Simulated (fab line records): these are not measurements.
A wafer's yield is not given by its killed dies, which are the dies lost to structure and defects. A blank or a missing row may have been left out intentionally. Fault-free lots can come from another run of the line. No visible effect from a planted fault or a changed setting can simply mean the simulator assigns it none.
Lot-split experiment :: flow n5-finfet :: 7 lots, 21 wafers read, on a route of 1938 steps

## THE SPLIT
At N5_BEOL_M1_COAT_73 (time 60 s, resist thk 5 nm), the setting spin-rpm was moved away from the recipe's 1500 rpm on 8 of the 21 wafers read, by -9.1% to +7.5%. This setting was run at the recipe's value on the other wafers.

## FROM THE SPLIT TO THE READING: what the file shows between them, 4 steps
- N5_BEOL_M1_COAT_05: resist thk 30 nm
- N5_BEOL_M1_EBR_07
- N5_BEOL_M1_DESCUM_16: chemistry O2, time 7 s
- N5_BEOL_M1_ETCH_74: etches underlayer in N2/H2, target depth 6.5 nm, time 5.2 s

## THE READING
CAR-EUV_of_BEOL_M1_COAT_05.thk-nm (the simulator's own value, which no gauge read), in nm, at N5_BEOL_M1_ETCH_63 (etches SiARC in CF4, target depth 15.6 nm, time 26 s). The file gives no usual value for it. Here, 13 wafers ran the recipe; their average is 11.1 nm with a standard deviation of 0.14 nm.

wafer: L074.2
tool, chamber at the split: litho-track-04, 0
spin-rpm as run, rpm: 1500
against the recipe: recipe
CAR-EUV_of_BEOL_M1_COAT_05.thk-nm, nm: 11
against lot-mates on the recipe: -

wafer: L074.4
tool, chamber at the split: litho-track-04, 0
spin-rpm as run, rpm: 1612
against the recipe: +7.5%
CAR-EUV_of_BEOL_M1_COAT_05.thk-nm, nm: 11.2
against lot-mates on the recipe: +0.2

wafer: L074.6
tool, chamber at the split: litho-track-04, 0
spin-rpm as run, rpm: 1612
against the recipe: +7.5%
CAR-EUV_of_BEOL_M1_COAT_05.thk-nm, nm: 11.2
against lot-mates on the recipe: +0.2

wafer: L077.1
tool, chamber at the split: litho-track-04, 0
spin-rpm as run, rpm: 1430
against the recipe: -4.7%
CAR-EUV_of_BEOL_M1_COAT_05.thk-nm, nm: 11
against lot-mates on the recipe: +0.0

wafer: L077.2
tool, chamber at the split: litho-track-04, 0
spin-rpm as run, rpm: 1500
against the recipe: recipe
CAR-EUV_of_BEOL_M1_COAT_05.thk-nm, nm: 11
against lot-mates on the recipe: -

wafer: L077.4
tool, chamber at the split: litho-track-04, 0
spin-rpm as run, rpm: 1500
against the recipe: recipe
CAR-EUV_of_BEOL_M1_COAT_05.thk-nm, nm: 11
against lot-mates on the recipe: -

wafer: L078.2
tool, chamber at the split: litho-track-02, 0
spin-rpm as run, rpm: 1367
against the recipe: -8.9%
CAR-EUV_of_BEOL_M1_COAT_05.thk-nm, nm: 10.8
against lot-mates on the recipe: -0.6

wafer: L078.3
tool, chamber at the split: litho-track-02, 0
spin-rpm as run, rpm: 1500
against the recipe: recipe
CAR-EUV_of_BEOL_M1_COAT_05.thk-nm, nm: 11.4
against lot-mates on the recipe: -

wafer: L078.6
tool, chamber at the split: litho-track-02, 0
spin-rpm as run, rpm: 1500
against the recipe: recipe
CAR-EUV_of_BEOL_M1_COAT_05.thk-nm, nm: 11.4
against lot-mates on the recipe: -

wafer: L087.1
tool, chamber at the split: litho-track-04, 0
spin-rpm as run, rpm: 1500
against the recipe: recipe
CAR-EUV_of_BEOL_M1_COAT_05.thk-nm, nm: 11.2
against lot-mates on the recipe: -

wafer: L087.6
tool, chamber at the split: litho-track-04, 0
spin-rpm as run, rpm: 1500
against the recipe: recipe
CAR-EUV_of_BEOL_M1_COAT_05.thk-nm, nm: 11.2
against lot-mates on the recipe: -

wafer: L087.2
tool, chamber at the split: litho-track-04, 0
spin-rpm as run, rpm: 1500
against the recipe: recipe
CAR-EUV_of_BEOL_M1_COAT_05.thk-nm, nm: 11
against lot-mates on the recipe: -

wafer: L089.4
tool, chamber at the split: litho-track-02, 0
spin-rpm as run, rpm: 1500
against the recipe: recipe
CAR-EUV_of_BEOL_M1_COAT_05.thk-nm, nm: 11
against lot-mates on the recipe: -

wafer: L089.5
tool, chamber at the split: litho-track-02, 0
spin-rpm as run, rpm: 1364
against the recipe: -9.1%
CAR-EUV_of_BEOL_M1_COAT_05.thk-nm, nm: 10.8
against lot-mates on the recipe: -0.2

wafer: L089.6
tool, chamber at the split: litho-track-02, 0
spin-rpm as run, rpm: 1364
against the recipe: -9.1%
CAR-EUV_of_BEOL_M1_COAT_05.thk-nm, nm: 10.6
against lot-mates on the recipe: -0.4

wafer: L090.1
tool, chamber at the split: litho-track-03, 0
spin-rpm as run, rpm: 1500
against the recipe: recipe
CAR-EUV_of_BEOL_M1_COAT_05.thk-nm, nm: 11.2
against lot-mates on the recipe: -

wafer: L090.4
tool, chamber at the split: litho-track-03, 0
spin-rpm as run, rpm: 1500
against the recipe: recipe
CAR-EUV_of_BEOL_M1_COAT_05.thk-nm, nm: 11.2
against lot-mates on the recipe: -

wafer: L090.6
tool, chamber at the split: litho-track-03, 0
spin-rpm as run, rpm: 1500
against the recipe: recipe
CAR-EUV_of_BEOL_M1_COAT_05.thk-nm, nm: 11.2
against lot-mates on the recipe: -

wafer: L091.2
tool, chamber at the split: litho-track-03, 0
spin-rpm as run, rpm: 1500
against the recipe: recipe
CAR-EUV_of_BEOL_M1_COAT_05.thk-nm, nm: 11
against lot-mates on the recipe: -

wafer: L091.5
tool, chamber at the split: litho-track-03, 0
spin-rpm as run, rpm: 1597
against the recipe: +6.5%
CAR-EUV_of_BEOL_M1_COAT_05.thk-nm, nm: 11.4
against lot-mates on the recipe: +0.4

wafer: L091.6
tool, chamber at the split: litho-track-03, 0
spin-rpm as run, rpm: 1597
against the recipe: +6.5%
CAR-EUV_of_BEOL_M1_COAT_05.thk-nm, nm: 11.4
against lot-mates on the recipe: +0.4

FIT RESULTS
A straight line over all 21 wafers: CAR-EUV_of_BEOL_M1_COAT_05.thk-nm changes by +0.0343 nm for each +1% of spin-rpm; r = +0.76; the points scatter about the line by 0.14 nm.
The same after taking each lot's own level away (the mean of its wafers on the recipe; 21 wafers): +0.0412 nm for each +1%; r = +0.89; scatter 0.1 nm.
That fit puts the effect of the largest move of spin-rpm on the reading at 0.37 nm.
Measured against the standard deviation above, the lots' own levels, which go from 11.00 to 11.40 nm, span 2.8 times it.
So the lot-to-lot level blurs the effect unless lot-mates are compared.
Check: with one of the wafers moved furthest among these (-9.1%) left out of the fit, the line predicts -0.413 nm for it against its lot-mates. Against them it came out at -0.2 nm.

## THE WHOLE CHAIN: every reading that the file lists as answering this split, in the file's order
step: N5_BEOL_M1_ETCH_74
what it does: etches underlayer in N2/H2, target depth 6.5 nm, time 5.2 s
reading: CAR-EUV_of_BEOL_M1_COAT_05.thk-nm (the simulator's own value, which no gauge read)
change (the file's fit): +0.0466 nm for each +1% of the setting
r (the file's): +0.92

step: N5_BEOL_M1_ETCH_74
what it does: etches underlayer in N2/H2, target depth 6.5 nm, time 5.2 s
reading: etch.depth-nm (the simulator's own value, which no gauge read)
change (the file's fit): -0.0262 nm for each +1% of the setting
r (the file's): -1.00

step: N5_BEOL_M1_ETCH_63
what it does: etches SiARC in CF4, target depth 15.6 nm, time 26 s
reading: CAR-EUV_of_BEOL_M1_COAT_05.thk-nm (the simulator's own value, which no gauge read)
change (the file's fit): +0.0433 nm for each +1% of the setting
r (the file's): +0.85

## FILE'S OWN FIT
CAR-EUV_of_BEOL_M1_COAT_05.thk-nm changes by +0.0433 nm for each +1% of spin-rpm, r = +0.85.
